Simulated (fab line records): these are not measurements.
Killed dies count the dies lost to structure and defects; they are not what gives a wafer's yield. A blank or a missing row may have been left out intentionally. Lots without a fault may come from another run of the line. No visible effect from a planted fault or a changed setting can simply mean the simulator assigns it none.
Matching of chambers ; flow n5_finfet ; rie_diel-04 running N5_BEOL_M8_ETCH_66: 4 sister chambers
The step etches SOC in N2/H2, target depth 80 nm, overetch 16 nm, time 120 s. 8 wafers are shown with their chamber, then 11 later ones without.

== WAFERS PAIRED WITH THEIR CHAMBERS ==
wafer;chamber;drypump_motor_current_A (A);showerhead_plenum_p_Torr (Torr)
L082.6;1;6.6;2.64
L089.6;3;6.3;2.61
L090.2;0;6.0;2.40
L090.6;3;6.3;2.60
L093.4;0;5.9;2.40
L093.5;1;6.6;2.63
L093.6;2;5.6;2.46
L094.1;2;5.5;2.46

== WAFERS WITH NO CHAMBER GIVEN ==
wafer;drypump_motor_current_A (A);showerhead_plenum_p_Torr (Torr)
L094.4;6.6;2.63
L094.6;5.5;2.46
L092.1;6.6;2.63
L092.3;6.0;2.40
L092.4;6.3;2.60
L096.2;6.3;2.60
L096.4;6.7;2.63
L096.5;5.6;2.46
L097.2;5.5;2.46
L097.5;5.5;2.46
L097.6;6.3;2.60

== WHICH CHAMBER EACH ONE RAN IN ==
wafer;from the rows above;in truth
L094.4;1;1
L094.6;2;2
L092.1;1;1
L092.3;0;0
L092.4;3;3
L096.2;3;3
L096.4;1;1
L096.5;2;2
L097.2;2;2
L097.5;2;2
L097.6;3;3
Placed correctly: 11 of 11. Number that these rows cannot place: 0. 0 placed wrongly.
How it was worked out, from the rows above alone: a wafer's distance from a chamber is the root of the sum, over the readings, of the square of ((its reading less the chamber's mean) divided by the reading's scatter). If the next closest chamber is less than 2 further off than the closest, the wafer can't be placed; otherwise it belongs to the closest. For every chamber, the mean is computed from those of its wafers that are shown. The scatter is the square root of a quotient: the sum, over the shown wafers, of each reading's squared deviation from its chamber's mean, divided by wafers minus chambers.
